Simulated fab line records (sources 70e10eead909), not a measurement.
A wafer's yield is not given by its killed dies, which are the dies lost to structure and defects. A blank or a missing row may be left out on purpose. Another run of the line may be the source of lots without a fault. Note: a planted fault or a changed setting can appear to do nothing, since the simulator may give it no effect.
Matching of chambers | flow nand harc | NHARC_A_ZERO_WELL_DESCUM_12 on rie diel-12 has 4 sister chambers
The step chemistry O2, time 3 s. 18 wafers are shown with their chamber, then 9 later ones without.

## WAFERS PAIRED WITH THEIR CHAMBERS
wafer  | chamber | drypump motor current A (A) | showerhead plenum p Torr (Torr) | throttle valve pct (%)
L124.3 | 3       | 5.0                         | 1.98                            | 11.307
L124.4 | 0       | 5.1                         | 2.04                            | 11.294
L124.5 | 2       | 6.4                         | 1.84                            | 11.317
L126.3 | 1       | 5.3                         | 1.95                            | 11.308
L126.4 | 3       | 5.1                         | 1.98                            | 11.316
L126.5 | 1       | 5.3                         | 1.95                            | 11.322
L134.1 | 2       | 6.4                         | 1.84                            | 11.318
L134.2 | 1       | 5.3                         | 1.95                            | 11.301
L134.3 | 3       | 5.0                         | 1.98                            | 11.312
L142.1 | 1       | 5.3                         | 1.94                            | 11.321
L142.3 | 0       | 5.1                         | 2.03                            | 11.299
L142.4 | 3       | 5.0                         | 1.98                            | 11.301
L143.2 | 2       | 6.4                         | 1.84                            | 11.302
L143.4 | 0       | 5.1                         | 2.03                            | 11.303
L143.5 | 3       | 5.0                         | 1.98                            | 11.315
L144.1 | 3       | 5.0                         | 1.98                            | 11.312
L144.3 | 0       | 5.1                         | 2.03                            | 11.307
L144.4 | 1       | 5.3                         | 1.94                            | 11.305

SIGNATURES (averages over the wafers above)
reading                  | chamber 0 | chamber 1 | chamber 2 | chamber 3 | scatter within a chamber
drypump motor current A  | 5.100     | 5.300     | 6.400     | 5.017     | 0.0244
showerhead plenum p Torr | 2.0325    | 1.9460    | 1.8400    | 1.9800    | 0.00373
throttle valve pct       | 11.30075  | 11.31140  | 11.31233  | 11.31050  | 0.00745
Rule: distance of a wafer from a chamber = root of the sum over the readings of ((wafer's reading minus chamber's mean) / reading's scatter) squared. The wafer belongs to the nearest chamber; if the next one is less than 2 further off, it can't be placed. The scatter: the root of (the sum of the squares of (reading less its chamber's mean) over the shown wafers, divided by (wafers less chambers)).

## WAFERS WITH NO CHAMBER GIVEN
wafer  | drypump motor current A (A) | showerhead plenum p Torr (Torr) | throttle valve pct (%)
L145.1 | 5.3                         | 1.94                            | 11.305
L145.3 | 5.1                         | 2.03                            | 11.320
L145.5 | 5.1                         | 2.03                            | 11.311
L146.1 | 6.3                         | 1.84                            | 11.310
L146.3 | 5.3                         | 1.94                            | 11.315
L146.4 | 5.1                         | 2.03                            | 11.323
L147.3 | 6.4                         | 1.84                            | 11.322
L147.4 | 5.3                         | 1.94                            | 11.324
L147.6 | 6.3                         | 1.84                            | 11.296

## WHICH CHAMBER EACH ONE RAN IN
wafer  | from the rows above | in truth
L145.1 | 1                   | 1
L145.3 | 0                   | 0
L145.5 | 0                   | 0
L146.1 | 2                   | 2
L146.3 | 1                   | 1
L146.4 | 0                   | 0
L147.3 | 2                   | 2
L147.4 | 1                   | 1
L147.6 | 2                   | 2
9 of 9 placed correctly. Left unplaced by these rows: 0. Number placed wrongly: 0.
